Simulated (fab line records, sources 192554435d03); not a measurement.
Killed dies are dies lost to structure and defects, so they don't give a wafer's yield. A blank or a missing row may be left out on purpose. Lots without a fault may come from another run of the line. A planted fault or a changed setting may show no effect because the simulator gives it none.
A struck lot beside a sound one | flow n5_finfet | 39 steps out of a route of 1938
Sound: wafers L787.1, L787.2, L787.4. Struck: wafers L779.2, L779.4, L779.5. The cause comes at the end.
At each step with rows: each side's tool, then ch and its chambers, then its first start. Under that, the readings that differ: sound wafers | struck wafers | difference of the means | sigmas: that difference in standard deviations of wafers without a fault.
alike: readings whose means differ by less than 2 such deviations, and words and numbers that are the same on both sides. not compared: withheld readings, readings that some wafer has no value for, bounds like >300 that may hide the same value, and numbers for which the record gives no deviation and whose values overlap.
The two part at a step that has a row with sigmas, a row that says differs or no value, or rows on one side only. Numbers that don't overlap but have no deviation are shown without sigmas and don't part them. A reading that every wafer of one side lacks parts them only if that side has two wafers or more.

first, 9 steps without rows for these wafers: N5_MOL_CONTACT_COAG_PRE_CLEAN_142 (time 60 s); N5_MOL_CONTACT_COAG_SPUTTER_130 (material Co, target thk 47.5 nm); N5_MOL_CONTACT_COAG_PRECLEAN_125 (cleans in DIW, time 57.5 s); N5_MOL_CONTACT_COAG_SRD_126 (dry time 32 s); N5_MOL_CONTACT_COAG_CMP_23 (polishes, stops on SiO2, t overpolish 1.5 s, target thk 0 nm); N5_MOL_CONTACT_COAG_WET_ETCH_26 (target Co, target depth 13 nm); N5_MOL_CONTACT_COAG_WET_ETCH_116 (etches the open film in SC1-inhibited, target depth 4.6 nm, rinse time 30 s); N5_MOL_CONTACT_COAG_ALD_27 (deposits SiOC, target thk 17 nm, pulse time 1.5 s, time 2720 s); N5_MOL_CONTACT_COAG_CMP_28 (polishes, stops on SiNx, t overpolish 0.85 s, target thk 14.522 nm).
N5_MOL_CONTACT_COAG_ALD_123: deposits SiNx, target thk 5 nm, pulse time 1 s, purge time 2 s.
  sound on ald_sin-01 ch 0,2,3, day 9 01:52; struck on ald_sin-01 ch 1,2,3, day 7 02:05
  no value came back on the struck wafers for any of 5 readings (ald_cycles, chamber_pressure_Torr (Torr) and others); on the sound wafers ald_cycles reads 100 100 100
then, 22 steps without rows for these wafers: N5_MOL_CONTACT_COAG_PECVD_31 (deposits SiO2 from TEOS/O2, target thk 46 nm, time 8.9 s); N5_MOL_CONTACT_COAG_COAT_75 (time 60 s, resist thk 60 nm); N5_MOL_CONTACT_COAG_COAT_76 (time 60 s, resist thk 10 nm); N5_MOL_CONTACT_COAG_COAT_77 (time 60 s, resist thk 10 nm); N5_MOL_CONTACT_COAG_COAT_78 (resist thk 40 nm); N5_MOL_CONTACT_COAG_EBR_80; N5_MOL_CONTACT_COAG_SOFTBAKE_79 (time 60 s); N5_MOL_CONTACT_COAG_EXPOSE_81 (exposes mask VG, defocus 0 nm); N5_MOL_CONTACT_COAG_PEB_82 (peb time 60 s); N5_MOL_CONTACT_COAG_DEVELOP_83 (develop time 30 s); N5_MOL_CONTACT_COAG_DESCUM_88 (chemistry O2, time 7 s); N5_MOL_CONTACT_COAG_ETCH_89 (etches underlayer in N2/H2, target depth 13 nm, time 10.4 s); N5_MOL_CONTACT_COAG_ETCH_90 (etches SiARC in CF4, target depth 13 nm, time 21.7 s); N5_MOL_CONTACT_COAG_ALD_131 (deposits SiO2, target thk 5 nm, pulse time 1 s, co reactant pulse time 1 s); N5_MOL_CONTACT_COAG_ETCHBACK_132 (etches SiO2 in CHF3, target depth 10 nm, time 6.7 s); N5_MOL_CONTACT_COAG_ETCH_91 (etches SOC in N2/H2, target depth 60 nm, overetch 21 nm, time 101.2 s); N5_MOL_CONTACT_COAG_STRIP_92 (strips in N2/H2); N5_MOL_CONTACT_COAG_STRIP_93 (strips in N2/H2); N5_MOL_CONTACT_COAG_ETCHBACK_135 (etches SiO2 in CHF3, target depth 25 nm, time 16.7 s); N5_MOL_CONTACT_COAG_STRIP_118 (strips in CHF3); N5_MOL_CONTACT_COAG_VIA_ETCH_46 (etches SiO2 in C4F6/O2, target depth 46 nm, overetch 9.2 nm, time 40 s); N5_MOL_CONTACT_COAG_STRIP_96 (strips in N2/H2).
N5_MOL_CONTACT_COAG_ETCH_47: etches SiNx in CH3F/O2, stops on W, target depth 27 nm.
  sound on rie_diel-04 ch 0,1,2, day 9 03:38; struck on rie_diel-05 ch 0,3, day 7 03:44
  reading                  | sound             | struck            | difference | sigmas
  etch_rf_on_time_s (s)    | 31.1 31.9 30.2    | 31.2 36.6 37.0    | +3.9       | +8
  model.etch.depth_nm (nm) | 18.03 17.96 18.02 | 18.05 21.09 20.82 | +1.98      |
  alike: drypump_motor_current_A, oes_product_au, rf_vpp_V, showerhead_plenum_p_Torr, throttle_valve_pct
  not compared: rf_hours_counter_h, model.etch.t_clear_s, model.MOL_CONTACT_COAG.feature_depth_nm
then, 3 steps without rows for these wafers: N5_MOL_CONTACT_COAG_STRIP_119 (strips in N2/H2, time 30 s); N5_MOL_CONTACT_COAG_PRECLEAN_144 (cleans in alkaline clean, time 60 s); N5_MOL_CONTACT_COAG_SRD_145 (time 30 s).
N5_MOL_CONTACT_COAG_ETCH_124: etches SiNx in CH3F/O2, stops on SiOC, target depth 6.5 nm.
  sound on rie_diel-04 ch 0,1,3, day 9 04:56; struck on rie_diel-02 ch 1,2, day 7 05:02
  reading                  | sound            | struck         | difference | sigmas
  oes_product_au (a.u.)    | 0.76 0.81 0.60   | 0.31 0.28 0.31 | -0.42      | -6
  model.etch.depth_nm (nm) | 5.009 5.01 5.011 | 0 0 0          | -5         |
  alike: drypump_motor_current_A, rf_vpp_V, showerhead_plenum_p_Torr, throttle_valve_pct
  not compared: rf_hours_counter_h
-- the record jumps here: 10 days lie between the struck wafers' starts before and after (it left off in module MOL_CONTACT_COAG and takes up again in module BEOL_M4, whose first step shown is number 1111 of the route) --
N5_BEOL_M4_RC_MEAS_101:
  sound on prober-01 ch 0, day 15 15:17; struck on prober-02 ch 0, day 17 15:47
  alike: DIBL_N, DIBL_P, IOFF_N, IOFF_P, ION_N, ION_P, SS_N, SS_P, VT_N, VT_P
-- the record jumps here: 5 days lie between the struck wafers' starts before and after (it left off in module BEOL_M4 and takes up again in module PASSIVATION, whose first step shown is number 1936 of the route) --
N5_PASSIVATION_PROBE_49:
  sound on prober-02, day 19 19:50; struck on prober-01, day 22 13:09
  reading                  | sound          | struck         | difference | sigmas
  defect_limited_yield (%) | 89.9 91.9 92.5 | 58.4 60.1 58.1 | -32.6      | -27
  killed_at_contacts       | 9 7 6          | 387 382 416    | +388       | +61
  killed_at_other          | 6 13 8         | 4 0 0          | -8         | -3
  killed_dies              | 119 96 89      | 491 471 495    | +384       | +26
  killed_on_rim            | 18 10 11       | 112 72 15      | +53        | +15
  sort_bin_5_function (%)  | 5.3 4.3 5.1    | 37.5 36.4 38.6 | +32.6      | +38
  sort_n_pass              | 1061 1084 1091 | 689 709 685    | -384       | -26
  sort_yield_pct (%)       | 89.9 91.9 92.5 | 58.4 60.1 58.1 | -32.6      | -27
  alike: killed_at_M0_to_M3, killed_at_M4_up, killed_at_front_end, killed_open, killed_short, sort_bin_6_memory

WHERE THEY PART
First at N5_MOL_CONTACT_COAG_ALD_123; last, within this record, at N5_PASSIVATION_PROBE_49.

WHY: what the simulator had put in
Skipped step whole: ald_sin-01, from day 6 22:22 on, at N5_MOL_CONTACT_COAG_ALD_123. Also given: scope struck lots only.
